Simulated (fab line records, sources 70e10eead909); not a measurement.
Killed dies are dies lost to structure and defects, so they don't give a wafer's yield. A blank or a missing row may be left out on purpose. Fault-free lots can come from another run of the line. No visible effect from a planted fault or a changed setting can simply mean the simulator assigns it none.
Struck lot and sound lot, side by side :: flow nand_harc :: 13 out of 1302 route steps
Sound: the wafers L540.1, L540.3, L540.6. Struck: wafer L547.3. (L547.2, L547.6 of the same lot were not struck and are left out.) The cause comes at the end.
At each step with rows: each side's tool, then ch and its chambers, then its first start. Under that, the readings that differ: sound wafers :: struck wafers :: difference of the means :: sigmas: that difference in standard deviations of wafers without a fault.
alike: words and numbers the same on both sides, and readings whose means are apart by under 2 such deviations; not compared: readings that were withheld, readings missing a value for some wafer, numbers with overlapping values and no deviation given by the record, and bounds like >300 which may hide the same value.
A row with sigmas, a row that says differs or no value, or rows on one side alone: a step with any of these is where the two part. Non-overlapping numbers with no deviation appear without sigmas and do not part them. Lack of a reading on every wafer of one side parts them only where that side has two or more wafers.

NHARC_A_STAIRCASE_STRIP_446: strips in O2.
  sound on plasma_asher-01 ch 0,1, day 21 05:47; struck on plasma_asher-02 ch 1, day 23 15:38
  alike: drypump_motor_current_A, heater_power_w
  not compared: rf_hours_counter_h
then, 3 steps without rows for these wafers: NHARC_A_STAIRCASE_STRIP_447 (strips in SPM, time 900 s); NHARC_A_STAIRCASE_PRECLEAN_448 (cleans in SC1); NHARC_A_STAIRCASE_SRD_449.
NHARC_A_STAIRCASE_CMP_450: polishes SiO2, target thk 200 nm.
  sound on cmp-01 ch 0,2, day 21 06:35; struck on cmp-02 ch 1, day 23 16:29
  alike: motor_current_A
  not compared: pad_life_wafers
NHARC_A_STAIRCASE_CMP_152: polishes.
  sound on cmp-01 ch 0,2, day 21 06:40; struck on cmp-02 ch 1, day 23 16:34
reading: motor_current_A (A)
sound: 11.9 11.9 11.7
struck: 14.3
difference: +2.5
sigmas: +2
  not compared: pad_life_wafers
then, 2 steps without rows for these wafers: NHARC_A_STAIRCASE_SRD_154; NHARC_A_STAIRCASE_ETCH_403 (etches SiO2 in dHF, target depth 108.2 nm).
NHARC_A_STAIRCASE_ETCHBACK_422: etches the open film in CH3F/O2, target depth 40 nm, time 74.286 s.
  sound on rie_diel-02 ch 0,1,3, day 21 07:08; struck on rie_diel-09 ch 2, day 23 17:02
  alike: drypump_motor_current_A, oes_product_au, rf_fwd_power_W, rf_vpp_V, showerhead_plenum_p_Torr, throttle_valve_pct
  not compared: rf_hours_counter_h
then, 1 step without rows for these wafers: NHARC_A_STAIRCASE_ETCH_423 (etches SiO2 in dHF, target depth 30 nm).
NHARC_A_STAIRCASE_ETCHBACK_157: etches the open film in CH3F/O2, target depth 90 nm, time 167.14 s.
  sound on rie_diel-02 ch 1,3, day 21 07:29; struck on rie_diel-12 ch 1, day 23 17:30
reading: oes_product_au (a.u.)
sound: 0.97 0.95 0.95
struck: 0.79
difference: -0.17
sigmas: -5
  alike: drypump_motor_current_A, rf_fwd_power_W, rf_vpp_V, showerhead_plenum_p_Torr, throttle_valve_pct
  not compared: rf_hours_counter_h
NHARC_A_STAIRCASE_STRIP_475: strips in O2, time 20 s.
  sound on rie_diel-02 ch 2,3; struck on rie_diel-12 ch 3
  alike: drypump_motor_current_A, oes_product_au, rf_vpp_V, showerhead_plenum_p_Torr, throttle_valve_pct
  not compared: rf_hours_counter_h
-- break in the record here, with 5 days between the starts of the struck wafers on either side (left off in module A_STAIRCASE, picked up again in module END, where the first step shown is number 1302 on the route) --
NHARC_END_SORT_01:
  sound on prober-02 ch 0, day 26 23:14; struck on prober-01 ch 0, day 29 02:59
reading: killed_at_array
sound: 32 31 36
struck: 616
difference: +583
sigmas: +28

reading: killed_dies
sound: 38 39 45
struck: 621
difference: +580
sigmas: +28
  alike: killed_at_other, killed_at_periphery, killed_open, killed_short

WHERE THEY PART
First at NHARC_A_STAIRCASE_CMP_152; last, within this record, at NHARC_END_SORT_01.

WHY: what the simulator had put in
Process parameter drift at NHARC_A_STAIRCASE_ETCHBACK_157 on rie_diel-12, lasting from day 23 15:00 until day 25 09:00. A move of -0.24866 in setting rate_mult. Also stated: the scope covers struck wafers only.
